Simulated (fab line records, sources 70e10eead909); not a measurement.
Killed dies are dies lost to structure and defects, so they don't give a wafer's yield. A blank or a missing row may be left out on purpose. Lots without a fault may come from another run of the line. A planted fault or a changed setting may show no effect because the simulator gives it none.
fab line records | flow nand_harc
record lots=6 wafers=15 last_day=24
route steps=1159 shown A_STAIRCASE@522 A_SGD_CUT@747 END@1159
lots that met no fault: from a run of the same line without faults
start_h: hours from the record's first day to the start of the lot's first wafer shown | wait_h: hours since the lot's step before | " the same as in the row above | L1.1+2: a row that stands for several wafers | - no value, or no start given | * or withheld: withheld | < > ~ a bound
route shown NAME@n: a module of which the file shows steps, and the number in the route of the first | usual: mean/standard deviation of fault-free wafers | same: alike in all rows | chamber/n: place in a boat | sites: the reading at each site | _std_site: their standard deviation | _edge_site: outer sites' mean less inner sites' | radius_mm: how far each site lies from the wafer's centre | mask NAME#n: copy n | behind: the tool/chamber that last shaped the wafer | hold: why the lot was held/for how many hours/how that ended | device: the transistor (n, p or np) that didn't switch | end of line: the same wafers' tests at the end of the route | a step without rows: its recipe alone | killed: dies lost to structure and defects at the first sort, not the wafer's yield | map: a wafer's dies, x killed, . not, _ none there
set.NAME: the setting as run; set.NAME@STEP: as run at that earlier step | model.NAME: the simulator's own value behind a step, which no gauge read
lots at some steps of the route; a table a step, a row a wafer
services: from which hour (start_h, from the record's first day; less than 0 if before it) a tool's chamber was out of use, for how many hours, and why
## steps
# step NHARC_A_STAIRCASE_COAT_160
# recipe spin_rpm=1200
# step NHARC_A_STAIRCASE_SOFTBAKE_161
# recipe temp_c=135 time_s=170
# step NHARC_A_STAIRCASE_EBR_162
# step NHARC_A_STAIRCASE_EXPOSE_163
# recipe na=0.5 dose_mj=20.01 mask_id=STAIR_OPEN
# step NHARC_A_STAIRCASE_PEB_164
# recipe peb_temp_c=115 peb_time_s=130
# step NHARC_A_STAIRCASE_DEVELOP_165
# recipe time_s=140
# step NHARC_A_STAIRCASE_HARDBAKE_167
# recipe temp_c=120 time_s=140
# step NHARC_A_STAIRCASE_DESCUM_168
# recipe time_s=3 o2_flow_sccm=200 ar_flow_sccm=0 bias_power_w=0 chemistry=O2
# step NHARC_A_STAIRCASE_ETCH_169
# recipe target_depth_a=500 time_s=107.1 ion_energy_ev=120 ch3f_flow_sccm=50 o2_flow_sccm=30 ar_flow_sccm=200 rf_w=500 bias_w=100 chemistry=CH3F/O2
# step NHARC_A_STAIRCASE_ETCH_170
# recipe target_depth_a=2000 time_s=66.667 ion_energy_ev=250 c4f6_flow_sccm=25 o2_flow_sccm=20 ar_flow_sccm=500 rf_w=600 bias_w=500 chemistry=C4F6/O2
# step NHARC_A_STAIRCASE_STRIP_171
# recipe power_w=1500 temp_c=250 chemistry=O2
# step NHARC_A_STAIRCASE_STRIP_172
# recipe time_s=900 temp_c=130 chemistry=SPM
# columns lot.wafer tool chamber start_h wait_h
L279.2+6+4 wet_bench-04 5,7,0 245.67 0.3
L280.1+6+4 wet_bench-07 6,7,0 252.27 0.3
L291.1 wet_bench-07 5 315.76 0.3
L294.3+5 wet_bench-07 5,7 335.46 0.2
L300.6+2+4 wet_bench-09 5,6,7 355.18 0.1
L301.3+4+6 wet_bench-09 0,1,2 372.53 0.2
# step NHARC_A_STAIRCASE_PRECLEAN_173
# recipe time_s=* temp_c=50 bath_age_min=0 chemistry=SC1
# step NHARC_A_STAIRCASE_SRD_174
# step NHARC_A_STAIRCASE_DEHYDRATE_01
# recipe temp_c=150 time_s=120
# step NHARC_A_STAIRCASE_HMDS_02
# recipe time_s=30
# step NHARC_A_STAIRCASE_COAT_03
# recipe spin_rpm=1200
# step NHARC_A_STAIRCASE_SOFTBAKE_04
# recipe temp_c=135 time_s=170
# step NHARC_A_STAIRCASE_EBR_05
# step NHARC_A_STAIRCASE_EXPOSE_06
# recipe na=0.5 dose_mj=25.43 mask_id=STAIR
# step NHARC_A_STAIRCASE_PEB_07
# recipe peb_temp_c=115 peb_time_s=130
# step NHARC_A_STAIRCASE_DEVELOP_08
# recipe time_s=140
# step NHARC_A_STAIRCASE_HARDBAKE_10
# recipe temp_c=120 time_s=140
# step NHARC_A_STAIRCASE_DESCUM_11
# recipe time_s=3 o2_flow_sccm=200 ar_flow_sccm=0 bias_power_w=0 chemistry=O2
# step NHARC_A_STAIRCASE_TRIM_12
# recipe time_s=211.2 o2_flow_sccm=500 ar_flow_sccm=0 bias_w=0 chemistry=O2
# step NHARC_A_STAIRCASE_ETCH_13
# recipe target_depth_a=1000 time_s=40.5 ion_energy_ev=400 c4f8_flow_sccm=20 o2_flow_sccm=10 ar_flow_sccm=withheld rf_w=600 bias_w=1000 chemistry=C4F8/O2
# step NHARC_A_STAIRCASE_TRIM_14
# recipe time_s=211.2 o2_flow_sccm=500 ar_flow_sccm=0 bias_w=0 chemistry=O2
# step NHARC_A_STAIRCASE_ETCH_15
# recipe target_depth_a=1000 time_s=40.5 ion_energy_ev=400 c4f8_flow_sccm=20 o2_flow_sccm=10 ar_flow_sccm=withheld rf_w=600 bias_w=1000 chemistry=C4F8/O2
# step NHARC_A_STAIRCASE_TRIM_16
# recipe time_s=211.2 o2_flow_sccm=500 ar_flow_sccm=0 bias_w=0 chemistry=O2
# usual drypump_motor_current_A=5.5/0.44 oes_product_au=1.003/0.011 rf_vpp_V=57.9/0.87 showerhead_plenum_p_Torr=3.56/0.16 throttle_valve_pct=17.038/0.0087
# columns lot.wafer tool chamber start_h wait_h drypump_motor_current_A oes_product_au rf_hours_counter_h rf_vpp_V showerhead_plenum_p_Torr throttle_valve_pct
L279.4 rie_diel-09 3 - - 5.6 1.017 54 58.6 3.71 17.029
L279.2 " 2 " " 5.6 0.986 53 57.0 3.64 17.048
L279.6 " 3 " " 5.6 1.021 - 59.5 3.71 17.029
L280.4 rie_diel-04 0 - - 5.7 1.006 45 58.2 3.45 17.037
L280.1 " 3 " " 6.3 0.995 50 56.7 3.28 17.027
L280.6 " 0 " " 5.7 1.013 - 58.2 3.45 17.030
L291.1 rie_diel-03 2 319.61 0.3 5.2 1.012 35 59.2 3.75 17.043
L294.3 rie_diel-04 3 - - 6.2 1.000 13 58.5 3.80 17.036
L294.5 " 0 " " 5.7 1.002 - 56.8 3.43 17.024
L300.2 rie_diel-03 3 - - 5.3 0.993 50 57.7 3.31 17.026
L300.6 " 2 " " 5.2 0.984 - 57.6 3.75 17.019
L300.4 " 3 " " 5.3 0.984 - 57.2 3.31 17.041
L301.4 rie_diel-04 3 - - 6.3 1.008 29 58.9 3.79 17.050
L301.3 " 0 " " 5.7 0.992 28 57.0 3.43 17.036
L301.6 " 2 " " 5.7 0.995 - 57.2 3.59 17.041
# step NHARC_A_STAIRCASE_ETCH_17
# recipe target_depth_a=1000 time_s=40.5 ion_energy_ev=400 c4f8_flow_sccm=20 o2_flow_sccm=10 ar_flow_sccm=withheld rf_w=600 bias_w=1000 chemistry=C4F8/O2
# step NHARC_A_STAIRCASE_TRIM_18
# recipe time_s=211.2 o2_flow_sccm=500 ar_flow_sccm=0 bias_w=0 chemistry=O2
# usual drypump_motor_current_A=5.5/0.47 oes_product_au=1.001/0.011 rf_vpp_V=57.9/1 showerhead_plenum_p_Torr=3.57/0.16 throttle_valve_pct=17.037/0.0093
# columns lot.wafer tool chamber start_h wait_h drypump_motor_current_A oes_product_au rf_hours_counter_h rf_vpp_V showerhead_plenum_p_Torr throttle_valve_pct
L279.4 rie_diel-09 0 - - 6.4 0.988 57 57.4 3.62 17.022
L279.2 " 1 " " 5.1 1.011 54 56.7 3.33 17.057
L279.6 " 0 " " 6.4 0.992 - 58.8 3.62 17.052
L280.1 rie_diel-04 2 - - 5.7 1.012 47 58.9 3.61 17.052
L280.4 " 0 " " 5.7 1.012 45 56.5 3.45 17.034
L280.6 " 1 " " 5.2 1.006 - 56.5 3.37 17.024
L291.1 rie_diel-03 2 321.58 0.3 5.1 1.007 36 58.2 3.75 17.028
L294.3 rie_diel-04 1 - - 5.1 1.020 12 56.7 3.36 17.044
L294.5 " 3 " " 6.2 1.009 - 57.1 3.80 17.047
L300.2 rie_diel-03 1 - - 4.7 0.998 42 58.0 3.67 17.038
L300.6 " 1 " " 4.7 1.004 - 58.1 3.67 17.058
L300.4 " 2 " " 5.2 0.995 - 58.3 3.74 17.031
L301.3 rie_diel-04 1 - - 5.1 1.002 27 57.0 3.35 17.044
L301.4 " 3 " " 6.2 1.000 29 57.1 3.79 17.029
L301.6 " 1 " " 5.2 1.014 - 57.1 3.35 17.027
# step NHARC_A_STAIRCASE_ETCH_19
# recipe target_depth_a=1000 time_s=40.5 ion_energy_ev=400 c4f8_flow_sccm=20 o2_flow_sccm=10 ar_flow_sccm=withheld rf_w=600 bias_w=1000 chemistry=C4F8/O2
# usual oes_product_au=0.940/0.014 rf_vpp_V=897/6.1
# columns lot.wafer tool chamber start_h wait_h oes_product_au rf_hours_counter_h rf_vpp_V
L279.4 rie_diel-09 0 - - 0.937 57 899
L279.2 " 1 " " 0.962 54 888
L279.6 " 1 " " 0.970 - 889
L280.4 rie_diel-04 0 - - 0.963 45 893
L280.1 " 1 " " 0.960 44 891
L280.6 " 3 " " 0.938 - 888
L291.1 rie_diel-03 2 322.84 1.2 0.923 37 904
L294.3 rie_diel-04 2 - - 0.955 13 899
L294.5 " 3 " " 0.939 - 904
L300.2 rie_diel-03 2 - - 0.950 48 904
L300.6 " 1 " " 0.945 - 901
L300.4 " 2 " " 0.936 - 905
L301.4 rie_diel-04 1 - - 0.946 27 891
L301.3 " 3 " " 0.954 29 906
L301.6 " 2 " " 0.940 - 898
# step NHARC_A_STAIRCASE_TRIM_20
# recipe time_s=211.2 o2_flow_sccm=500 ar_flow_sccm=0 bias_w=0 chemistry=O2
# step NHARC_A_STAIRCASE_ETCH_21
# recipe target_depth_a=1000 time_s=40.5 ion_energy_ev=400 c4f8_flow_sccm=20 o2_flow_sccm=10 ar_flow_sccm=withheld rf_w=600 bias_w=1000 chemistry=C4F8/O2
# usual oes_product_au=0.950/0.017 rf_vpp_V=895/6
# columns lot.wafer tool chamber start_h wait_h oes_product_au rf_hours_counter_h rf_vpp_V
L279.4 rie_diel-09 2 - - 0.945 53 900
L279.2 " 3 " " 0.966 54 902
L279.6 " 1 " " 0.951 - 887
L280.1 rie_diel-04 2 - - 0.939 47 899
L280.4 " 3 " " 0.949 50 888
L280.6 " 1 " " 0.946 - 890
L291.1 rie_diel-03 2 324.11 0.9 0.926 37 905
L294.3 rie_diel-04 3 - - 0.962 14 906
L294.5 " 2 " " 0.963 - 898
L300.2 rie_diel-03 2 - - 0.950 48 903
L300.4 " 2 " " 0.936 - 905
L300.6 " 3 " " 0.948 - 887
L301.3 rie_diel-04 1 - - 0.950 27 888
L301.4 " 2 " " 0.952 28 897
L301.6 " 1 " " 0.953 - 890
# step NHARC_A_STAIRCASE_TRIM_22
# recipe time_s=211.2 o2_flow_sccm=500 ar_flow_sccm=0 bias_w=0 chemistry=O2
# usual drypump_motor_current_A=5.6/0.44 oes_product_au=1.005/0.0088 rf_vpp_V=57.8/0.93 showerhead_plenum_p_Torr=3.52/0.16 throttle_valve_pct=17.035/0.0088
# columns lot.wafer tool chamber start_h wait_h drypump_motor_current_A oes_product_au rf_hours_counter_h rf_vpp_V showerhead_plenum_p_Torr throttle_valve_pct
L279.2 rie_diel-09 2 - - 5.7 0.990 53 58.1 3.64 17.035
L279.4 " 0 " " 6.4 0.993 57 59.0 3.62 17.022
L279.6 " 2 " " 5.6 0.983 - 57.0 3.64 17.046
L280.4 rie_diel-04 0 - - 5.7 1.021 45 58.4 3.45 17.029
L280.1 " 1 " " 5.1 1.017 44 57.7 3.37 17.032
L280.6 " 2 " " 5.7 1.010 - 57.4 3.61 17.041
L291.1 rie_diel-03 2 324.26 0.1 5.2 1.004 37 58.1 3.75 17.031
L294.3 rie_diel-04 2 - - 5.7 1.002 13 58.4 3.59 17.037
L294.5 " 0 " " 5.7 0.997 - 58.7 3.44 17.047
L300.2 rie_diel-03 2 - - 5.2 0.999 48 58.8 3.74 17.026
L300.6 " 2 " " 5.3 1.000 - 58.8 3.74 17.031
L300.4 " 3 " " 5.3 0.997 - 58.9 3.31 17.051
L301.4 rie_diel-04 1 - - 5.1 1.016 27 58.0 3.35 17.019
L301.3 " 3 " " 6.3 1.001 29 58.8 3.79 17.033
L301.6 " 1 " " 5.1 1.017 - 57.0 3.35 17.038
# step NHARC_A_STAIRCASE_ETCH_23
# recipe target_depth_a=1000 time_s=40.5 ion_energy_ev=400 c4f8_flow_sccm=20 o2_flow_sccm=10 ar_flow_sccm=withheld rf_w=600 bias_w=1000 chemistry=C4F8/O2
# step NHARC_A_STAIRCASE_TRIM_24
# recipe time_s=211.2 o2_flow_sccm=500 ar_flow_sccm=0 bias_w=0 chemistry=O2
# step NHARC_A_STAIRCASE_ETCH_25
# recipe target_depth_a=1000 time_s=40.5 ion_energy_ev=400 c4f8_flow_sccm=20 o2_flow_sccm=10 ar_flow_sccm=withheld rf_w=600 bias_w=1000 chemistry=C4F8/O2
# step NHARC_A_STAIRCASE_TRIM_26
# recipe time_s=211.2 o2_flow_sccm=500 ar_flow_sccm=0 bias_w=0 chemistry=O2
# step NHARC_A_SGD_CUT_DEP_00
# recipe target_thk_a=500 temp_c=400 target_thk_nm=50 flow_sccm=200 rf_w=450 material=SiNx
# usual heater_power_w=675/70
# columns lot.wafer tool chamber start_h wait_h hold heater_power_w
L279.2 pecvd-03 2 312.87 0.1 - 695
L279.4 " 1 " " - 696
L279.6 " 2 " " - 704
L280.1 pecvd-02 1 328.16 0.1 - 731
L280.6 " 2 " " - 727
L280.4 " 0 " " - 584
L291.1 pecvd-03 1 394.41 3.4 await_dispo/3.3h/release 624
L294.3 pecvd-03 2 426.34 4.5 await_dispo/4.4h/release 596
L294.5 " 2 " " await_dispo/4.4h/release 589
L300.2 pecvd-02 2 436.52 0.1 - 781
L300.6 " 2 " " - 772
L300.4 " 0 " " - 623
L301.3 pecvd-02 0 446.68 0.1 - 610
L301.4 " 0 " " - 630
L301.6 " 2 " " - 788
# step NHARC_END_SORT_01
# recipe temp_c=25
# usual killed_at_array=24/8.8 killed_at_other=0.7/0.99 killed_at_periphery=3.5/2.6 killed_dies=28/9.3 killed_open=3.2/1.7 killed_short=1.7/1.4
# same gross_dies=677
# columns lot.wafer tool chamber start_h wait_h killed_at_array killed_at_other killed_at_periphery killed_dies killed_open killed_short
L280.1 prober-01 0 455.83 2.5 19 0 1 20 3 2
L280.4 prober-01 0 458.23 3.4 13 0 0 13 1 3
L280.6 prober-01 0 459.83 4.0 9 0 3 12 5 3
L291.1 prober-01 0 529.01 2.5 130 1 8 139 4 3
L294.3 prober-02 0 570.82 3.1 112 2 1 115 2 1
L294.5 prober-02 0 572.41 3.7 9 0 2 11 6 2
L300.2 prober-01 0 582.61 2.8 24 1 1 26 4 0
L300.4 prober-01 0 584.21 3.4 16 0 4 20 3 3
L300.6 prober-01 0 585.81 4.0 21 0 3 24 3 0
# killed by level:class
L280.1 A_STAIRCASE:chamber_film_flake=4 A_CONTACT:chamber_film_flake=4 A_M0:chamber_film_flake=4 A_CHANNEL_HOLE_D1:chamber_film_flake=2 P_CONTACT:geometric_particle:open=1 A_CHANNEL_FILL_D1:geometric_particle:short=1 A_CONTACT:geometric_particle:open=1 A_M0:geometric_particle:short=1
L280.4 A_M0:chamber_film_flake=4 A_CONTACT:chamber_film_flake=3 A_CHANNEL_HOLE_D1:geometric_particle:short=1 A_CHANNEL_FILL_D1:geometric_particle:short=1 A_CONTACT:geometric_particle:short=1 A_CONTACT:geometric_particle:open=1 A_CHANNEL_HOLE_D1:chamber_film_flake=1 A_STAIRCASE:chamber_film_flake=1
L280.6 P_M0:geometric_particle:open=2 A_WL_FILL:geometric_particle:short=2 A_M0:geometric_particle:open=2 P_M2:geometric_particle:open=1 A_SGD_CUT:geometric_particle:short=1 A_CHANNEL_HOLE_D1:chamber_film_flake=1 A_WL_FILL:chamber_film_flake=1 A_CONTACT:chamber_film_flake=1
L291.1 A_STAIRCASE:unspecified=106 A_CHANNEL_HOLE_D1:chamber_film_flake=15 P_STI:chamber_film_flake=3 A_CONTACT:chamber_film_flake=3 P_M0:geometric_particle:short=2 A_CONTACT:geometric_particle:open=2 A_CHANNEL_FILL_D1:chamber_film_flake=2 P_M1:geometric_particle:short=1
L294.3 A_STAIRCASE:unspecified=106 A_CHANNEL_HOLE_D1:chamber_film_flake=4 P_ZERO_WELL:geometric_particle:short=1 A_CHANNEL_HOLE_D1:geometric_particle:open=1 STARTING-WAFER:geometric_particle:open=1 A_STAIRCASE:chamber_film_flake=1 THIN_TSV:chamber_film_flake=1
L294.5 A_CONTACT:chamber_film_flake=2 P_CONTACT:geometric_particle:open=1 P_M1:geometric_particle:open=1 A_SOURCE_PLATE:geometric_particle:open=1 A_ONON_D1:geometric_particle:short=1 A_ONON_D1:geometric_particle:open=1 A_WL_FILL:geometric_particle:open=1 A_WL_FILL:geometric_particle:short=1
L300.2 A_CHANNEL_HOLE_D1:chamber_film_flake=9 A_CONTACT:chamber_film_flake=8 A_STAIRCASE:chamber_film_flake=3 A_ONON_D1:geometric_particle:open=1 A_SGD_CUT:geometric_particle:open=1 A_WL_FILL:geometric_particle:open=1 STARTING-WAFER:geometric_particle:open=1 P_ZERO_WELL:chamber_film_flake=1
L300.4 A_CONTACT:chamber_film_flake=5 P_ZERO_WELL:chamber_film_flake=3 A_CHANNEL_HOLE_D1:chamber_film_flake=3 A_STAIRCASE:chamber_film_flake=3 A_WL_FILL:geometric_particle:short=2 P_CONTACT:geometric_particle:open=1 A_SOURCE_PLATE:geometric_particle:open=1 A_SOURCE_PLATE:geometric_particle:short=1
L300.6 A_CHANNEL_HOLE_D1:chamber_film_flake=10 A_CONTACT:chamber_film_flake=6 A_STAIRCASE:chamber_film_flake=4 P_GATE:geometric_particle:open=1 P_M1:geometric_particle:open=1 A_CHANNEL_FILL_D1:geometric_particle:open=1 P_ZERO_WELL:chamber_film_flake=1
# map L291.1 (x killed, . not)
____________.____________
_________......._________
_______....x......_______
______.............______
_____..............._____
____.......x.x.......____
____.....xxxxx.......____
___....xxxxxxx........___
___...xxxxxxxxx.......___
__....xxxxxxxxxx.......__
__x...xxxxxxxxxx.......__
_.....xxxxxxxxxx........_
_.....xxxxxxxxxx........_
_.x...xxxxxxxxx.x..x...._
_....x.xxxxxxxx.....x..._
_......xxxxxxx.......x.._
.......xxxxxxxxx.........
.x..x...xxxx.x...........
.........xx.xx.x.....xx.x
......................x..
...............x....x.x.x
_...................x.xx_
_................x....xx_
_.............x........._
_......................x_
_.......x.....x.......xx_
__.....................__
__.....................__
___...................___
___...................___
____.................____
____...x...........x.____
_____..............._____
______.............______
_______..........x_______
_________......._________
____________.____________
# map L294.3 (x killed, . not)
____________.____________
_________......._________
_______..........._______
______x............______
_____..............._____
____.....xx.x........____
____.....xxxx........____
___....xxxxxx.........___
___....xxxxxxx........___
__....xxxxxxxxx........__
__....xxxxxxxxxx.......__
_......xxxxxxxxx........_
_...x.xxxxxxxxxx........_
_.....xxxxxxxxxx........_
_....xxxxxxxxxxx........_
_......xxxxxxxx........._
........xxxxxx...........
.......xxxxx.x.x.........
.........xxxx............
........x................
..........x....x.........
_......................._
_...............x......._
_......................._
_......................._
_......................._
__.....................__
__.....................__
___...................___
___...................___
____.................____
____.........xx......____
_____...x..........x_____
______.............______
_______........x.._______
_________......._________
____________.____________
## services
# columns tool chamber start_h hours kind
rie_diel-03 - 241.52 0.1 repair
rie_diel-04 0 243.56 - clean
rie_diel-09 - 254.10 9.0 pm
wet_bench-07 - 272.00 8.0 pm
rie_diel-03 1 277.25 7.0 repair
wet_bench-09 - 288.80 8.0 pm
rie_diel-04 - 289.15 9.0 pm
pecvd-03 - 292.20 13.0 pm
rie_diel-03 3 309.67 6.2 repair
rie_diel-03 1 312.57 18.9 repair
pecvd-03 1 315.90 5.8 repair
rie_diel-03 - 333.37 0.1 repair
pecvd-02 - 334.61 13.0 pm
rie_diel-09 1 339.50 1.9 repair
wet_bench-04 - 339.66 8.0 pm
rie_diel-09 0 353.43 2.7 repair
wet_bench-04 - 359.70 0.5 repair
pecvd-03 - 363.90 0.8 repair
rie_diel-09 0 371.94 1.3 repair
rie_diel-04 0 377.78 7.9 repair
wet_bench-09 - 380.80 24.6 repair
rie_diel-03 - 392.34 9.0 pm
rie_diel-03 2 408.24 2.8 repair
rie_diel-09 - 432.52 9.0 pm
## key
first_sign step=NHARC_END_SORT_01 reading=killed_at_array direction=up sigmas=11 usual=24 struck=121
effect step=NHARC_END_SORT_01 reading=killed_dies direction=up sigmas=11 usual=28 struck=127
more_kills_born_at NHARC_A_STAIRCASE_STRIP_172@wet_bench-07=212
met_at NHARC_A_STAIRCASE_STRIP_172
struck_wafers L291.1,L294.3
tester_left_out L291,L294
fault kind=chamber_particle_source tool=wet_bench-07 chamber=5 onset_h=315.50 steps=NHARC_A_STAIRCASE_STRIP_172 rate_per_visit_cm2=2.0904 end_h=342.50
# tester_left_out: of these lots the tester's yield and bins aren't shown, on N5 and GAA mostly nor the transistor test; their killed dies are dies lost to structure and defects alone, not to doping, threshold or leakage, so they don't give the yield
